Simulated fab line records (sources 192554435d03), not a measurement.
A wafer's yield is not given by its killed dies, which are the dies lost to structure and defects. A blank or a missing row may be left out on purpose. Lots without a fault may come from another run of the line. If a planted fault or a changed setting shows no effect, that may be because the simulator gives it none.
Which of the tools did it? | flow n5Finfet | Sampling: 10 lots, 29 wafers, 4 of 1938 route steps

WHAT EACH GAUGE READ, for each wafer
N5_BEOL_M15_CD_MEAS_17: the cd target is 360 nm.
lot  | measured     | on       | cdNm (nm)
L892 | day 12 13:59 | cdSem-01 | 362.1 361.2 363.9
L893 | day 12 14:59 | cdSem-01 | 362.5 362.1 360.4
L895 | day 13 02:22 | cdSem-03 | 366.5 363.5 364.0
L897 | day 13 18:02 | cdSem-03 | 357.1 358.8 359.5
L899 | day 14 00:46 | cdSem-03 | 359.7 359.3 358.5
L900 | day 15 01:28 | cdSem-02 | 360.1 359.7
L903 | day 15 03:56 | cdSem-03 | 360.6 360.8 361.2
L905 | day 15 12:19 | cdSem-01 | 363.0 361.8 364.1
L909 | day 16 10:15 | cdSem-01 | 363.4 364.1 364.7
L912 | day 17 06:26 | cdSem-01 | 361.2 362.4 362.3

WHICH TOOL RAN EACH LOT (tool, then ch and the chambers of the sampled wafers, then the start)
lot  | N5_BEOL_M14_ETCH_38                          | N5_BEOL_M15_ILD_DEP_00          | N5_BEOL_M15_ETCH_59
L892 | rieDiel-02 ch 0,2,3, day 12 12:49 or earlier | pecvd-03 ch 0,1,2, day 12 12:49 | rieDiel-04 ch 0,1,2, day 12 13:31
L893 | rieDiel-02 ch 0,1,2, day 12 13:07 or earlier | pecvd-01 ch 0,2, day 12 13:07   | rieDiel-04 ch 0,1,3, day 12 14:31
L895 | rieDiel-03 ch 1,3, day 13 01:12 or earlier   | pecvd-03 ch 1,2, day 13 01:12   | rieDiel-05 ch 1,2, day 13 01:52
L897 | rieDiel-03 ch 0,1,2, day 13 16:44 or earlier | pecvd-03 ch 0,1,2, day 13 16:44 | rieDiel-04 ch 0,1,2, day 13 17:34
L899 | rieDiel-06 ch 0,2,3, day 13 23:37 or earlier | pecvd-02 ch 0,1,2, day 13 23:37 | rieDiel-04 ch 1,2, day 14 00:18
L900 | rieDiel-06 ch 1,3, day 15 00:20 or earlier   | pecvd-02 ch 0,2, day 15 00:20   | rieDiel-04 ch 2,3, day 15 01:01
L903 | rieDiel-06 ch 1,2, day 15 02:48 or earlier   | pecvd-01 ch 0,2, day 15 02:48   | rieDiel-04 ch 1,2, day 15 03:29
L905 | rieDiel-02 ch 0,1, day 15 11:11 or earlier   | pecvd-02 ch 0,2, day 15 11:11   | rieDiel-05 ch 0,1,2, day 15 11:51
L909 | rieDiel-06 ch 0,1,3, day 16 08:59 or earlier | pecvd-01 ch 0,2, day 16 08:59   | rieDiel-05 ch 1,2,3, day 16 09:47
L912 | rieDiel-02 ch 0,1,2, day 17 05:09 or earlier | pecvd-03 ch 0,1, day 17 05:09   | rieDiel-05 ch 1,2,3, day 17 05:59
- N5_BEOL_M14_ETCH_38: etches SiCN in CF4/N2, target depth 106.5 nm, time 120.6 s.
- N5_BEOL_M15_ILD_DEP_00: deposits SiO2 from TEOS/O2, target thk 1629.3 nm, time 346.1 s.
- N5_BEOL_M15_ETCH_59: etches BARC in N2/H2, target depth 89 nm, overetch 26.7 nm, time 67.9 s.

THE ANSWER, worked out from the rows above alone
Rule: the lots themselves supply what counts as usual. The widest of any qualifying gaps counts: lots, ordered by their means at a reading, are off when they make up no more than a third of the lots, leave a main group of 4 or more, and stand apart from it by 3 or more times the standard deviation of that group's means. The tables above print the reading to a certain number of digits; a main group whose means all agree to those digits is not used. A lot without any number at a reading at which 4 lots or more have one is off too. Any other lot the step has rows for is counted as sound.
None of the lots is off at any reading shown; this tells nothing.

WHAT THE SIMULATOR HAD INSERTED
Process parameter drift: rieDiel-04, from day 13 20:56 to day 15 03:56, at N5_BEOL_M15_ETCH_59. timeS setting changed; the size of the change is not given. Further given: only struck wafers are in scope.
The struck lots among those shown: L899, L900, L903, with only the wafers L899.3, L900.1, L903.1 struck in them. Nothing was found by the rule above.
